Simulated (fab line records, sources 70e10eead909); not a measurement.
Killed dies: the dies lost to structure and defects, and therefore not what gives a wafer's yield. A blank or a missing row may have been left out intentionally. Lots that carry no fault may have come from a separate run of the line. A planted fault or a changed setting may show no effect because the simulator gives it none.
A lot that was struck, set against a sound lot || flow nandHarc || 15 steps out of a route of 1159
Sound: these wafers, L447.1, L447.4, L447.6. Wafers L449.1, L449.3, L449.4 were the ones struck. The cause comes at the end.
Per side, at each step with rows, come the tool, then ch with its chambers, and then its first start. Under that, the readings that differ: sound wafers || struck wafers || difference of the means || sigmas: that difference in standard deviations of wafers without a fault.
alike: same words and numbers on both sides, and readings whose means sit less than 2 such deviations apart. not compared: any withheld reading, any reading some wafer has no value for, any bound like >300 that may hide the same value, and any number with overlapping values for which the record gives no deviation.
A row with sigmas, a row that says differs or no value, or rows on one side alone: a step with any of these is where the two part. Numbers that have no deviation but don't overlap get no sigmas and don't part them. Lack of a reading on every wafer of one side parts them only where that side has two or more wafers.

first, 7 steps without rows for these wafers: NHARC_A_M1_COAT_34 (time 65 s); NHARC_A_M1_COAT_03 (resist thk 90 nm); NHARC_A_M1_SOFTBAKE_04 (time 55 s); NHARC_A_M1_EBR_05; NHARC_A_M1_EXPOSE_06 (exposes mask A M1, target cd 120 nm); NHARC_A_M1_PEB_07 (peb time 65 s); NHARC_A_M1_DEVELOP_08 (develop time 35 s).
NHARC_A_M1_CD_MEAS_09: target cd 120 nm.
  sound on cdSem-01 ch 0, day 19 14:55; struck on cdSem-03 ch 0, day 19 21:46
  alike: cdNm
NHARC_A_M1_OVL_MEAS_10: pitch 240 nm.
  sound on overlay-02 at day 19 15:01; struck on overlay-02 at day 19 21:52
  alike: overlayXNm, overlayYNm
NHARC_A_M1_INSPECT_11:
  sound on defectInspect-02 at day 19 15:03; struck on defectInspect-02 at day 19 21:54
  alike: rawDefectCount
NHARC_A_M1_DESCUM_14: chemistry O2, time 3 s.
  sound on rieDiel-02 ch 1,2,3, day 19 15:07; struck on rieDiel-12 ch 0,1,2, day 19 21:58
  alike: drypumpMotorCurrentA, mfcArSccm, o2FlowSccm, oesProductAu, rfVppV, showerheadPlenumPTorr, throttleValvePct
  not compared: rfHoursCounterH
NHARC_A_M1_ETCH_35: etches the open film in N2/H2, target depth 40 nm, overetch 12 nm, time 43.94 s.
  sound on rieDiel-02 ch 1,2,3, day 19 15:11; struck on rieDiel-12 ch 1,2,3, day 19 22:02
  alike: biasW, chamberPressureMTorr, drypumpMotorCurrentA, mfcArSccm, oesProductAu, rfVppV, showerheadPlenumPTorr, throttleValvePct
  not compared: rfHoursCounterH
NHARC_A_M1_ETCH_15: etches the open film in C4F8/Ar, target depth 182.5 nm, time 91.2 s.
  sound on rieDiel-02 ch 0,2,3, day 19 15:17; struck on rieDiel-12 ch 1,2,3, day 19 22:08
  no value came back on the struck wafers for biasW (W), chamberPressureMTorr (mTorr), oesProductAu (a.u.), rfVppV (V); on the sound wafers biasW (W) reads 301.0 299.5 299.1
  not compared: rfHoursCounterH
NHARC_A_M1_CD_MEAS_16:
  sound on cdSem-02 at day 19 15:25; struck on cdSem-01 at day 19 22:16
  alike: cdNm
NHARC_END_SORT_01:
  sound on prober-02 ch 0, day 21 01:47; struck on prober-01 ch 0, day 21 08:50
{"reading": "defectLimitedYield (%)", "sound": "92.2 95.3 93.9", "struck": "0 0 0", "difference": -94, "sigmas": -72}
{"reading": "killedAtArray", "sound": "50 31 37", "struck": "674 672 674", "difference": "+634", "sigmas": "+75"}
{"reading": "killedDies", "sound": "53 32 41", "struck": "677 677 677", "difference": "+635", "sigmas": "+74"}
{"reading": "sort_bin_2_pct (%)", "sound": "2.5 1.9 2.2", "struck": "96.8 96.6 96.8", "difference": "+94.5", "sigmas": "+99 or more"}
{"reading": "sortNPass", "sound": "624 645 636", "struck": "0 0 0", "difference": -635, "sigmas": -74}
{"reading": "sortRimYieldPct (%)", "sound": "97.2 95.3 89.6", "struck": "0 0 0", "difference": -94, "sigmas": -41}
{"reading": "sortYieldPct (%)", "sound": "92.2 95.3 93.9", "struck": "0 0 0", "difference": -94, "sigmas": -72}
  alike: killedAtOther, killedAtPeriphery, killedOpen, killedShort, sort_bin_3_pct, sort_bin_4_pct

== WHERE THEY PART ==
First at NHARC_A_M1_ETCH_15; last, within this record, at NHARC_END_SORT_01.

WHY: what had been put in by the simulator
Skipped step whole: rieDiel-12, from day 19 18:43 on, at NHARC_A_M1_ETCH_15. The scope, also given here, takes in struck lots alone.
